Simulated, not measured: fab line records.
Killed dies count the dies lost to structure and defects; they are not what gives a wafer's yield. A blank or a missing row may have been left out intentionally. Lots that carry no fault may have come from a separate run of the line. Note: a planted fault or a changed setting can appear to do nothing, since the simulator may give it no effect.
Which tool was responsible?	flow n5_finfet	36 wafers from 12 lots sampled at 4 of the route's 1938 steps

## WHAT THE GAUGES READ, wafer by wafer
N5_BEOL_M4_CD_MEAS_28: target cd 26.2 nm, target cd y 24.1 nm.
lot	measured	on	cd_nm (nm)
L075	day 8 07:53	cd_sem-02	26.28 26.05 26.17
L077	day 8 19:55	cd_sem-02	25.65 26.07 26.04
L079	day 9 01:04	cd_sem-01	26.35 26.45 26.17
L081	day 9 12:50	cd_sem-03	26.47 26.19 25.94
L083	day 10 03:17	cd_sem-02	26.20 26.52 26.15
L084	day 10 07:05	cd_sem-01	26.31 26.47 26.33
L087	day 11 07:18	cd_sem-03	26.34 26.13 26.30
L088	day 11 19:37	cd_sem-02	26.13 26.14 26.34
L090	day 12 01:03	cd_sem-02	25.92 25.94 26.02
L092	day 12 10:38	cd_sem-01	26.28 26.53 26.10
L096	day 13 06:41	cd_sem-02	25.86 25.69 26.36
L097	day 13 21:49	cd_sem-03	26.50 26.14 26.45

## EACH LOT AND THE TOOL THAT RAN IT (in order: tool; ch and the chambers of the sampled wafers; start)
lot	N5_BEOL_M3_ANNEAL_93	N5_BEOL_M4_DESCUM_16	N5_BEOL_M4_ETCH_74
L075	pvd_sputter-01, day 7 19:23	rie_diel-03 ch 0,1,2, day 8 07:08	rie_diel-03 ch 0,1,2, day 8 07:10
L077	pvd_sputter-02, day 8 13:45	rie_diel-06 ch 0,1,3, day 8 19:05	rie_diel-06 ch 0,1,3, day 8 19:08
L079	pvd_sputter-03, day 8 20:14	rie_diel-03 ch 0,1,2, day 9 00:11	rie_diel-03 ch 0,1,2, day 9 00:13
L081	pvd_sputter-01, day 9 08:59	rie_diel-03 ch 0,3, day 9 11:58	rie_diel-03 ch 0,3, day 9 11:59
L083	pvd_sputter-01, day 9 23:08	rie_diel-01 ch 0,2, day 10 02:24	rie_diel-01 ch 0,2, day 10 02:26
L084	pvd_sputter-03, day 10 03:56	rie_diel-06 ch 2,3, day 10 06:16	rie_diel-06 ch 2,3, day 10 06:18
L087	pvd_sputter-03, day 11 00:16	rie_diel-03 ch 0,3, day 11 06:30	rie_diel-03 ch 0,3, day 11 06:32
L088	pvd_sputter-02, day 11 15:22	rie_diel-03 ch 0,1,3, day 11 18:44	rie_diel-03 ch 0,1,3, day 11 18:46
L090	pvd_sputter-02, day 11 21:02	rie_diel-01 ch 2,3, day 12 00:17	rie_diel-01 ch 2,3, day 12 00:20
L092	pvd_sputter-01, day 12 06:52	rie_diel-06 ch 0,1, day 12 09:40	rie_diel-06 ch 0,1, day 12 09:43
L096	pvd_sputter-02, day 13 03:14	rie_diel-03 ch 1,2, day 13 05:56	rie_diel-03 ch 1,2, day 13 05:58
L097	pvd_sputter-02, day 13 18:45	rie_diel-06 ch 0,1,2, day 13 21:04	rie_diel-06 ch 0,1,2, day 13 21:05
- N5_BEOL_M3_ANNEAL_93: time 240 s.
- N5_BEOL_M4_DESCUM_16: chemistry O2, time 7 s.
- N5_BEOL_M4_ETCH_74: etches underlayer in N2/H2, target depth 6.5 nm, time 5.2 s.

## THE ANSWER, worked out from the rows above alone
Rule: the lots themselves supply what counts as usual. The widest of any qualifying gaps counts: lots, ordered by their means at a reading, are off when they make up no more than a third of the lots, leave a main group of 4 or more, and stand apart from it by 3 or more times the standard deviation of that group's means. If all means in a main group match to the digits the tables above print for the reading, that group is not used. A lot without any number at a reading at which 4 lots or more have one is off too. Where the step has rows for the other lots, those lots are counted as sound.
No lot is off at any reading shown: from this, nothing can be told.

## WHAT WAS PUT IN BY THE SIMULATOR
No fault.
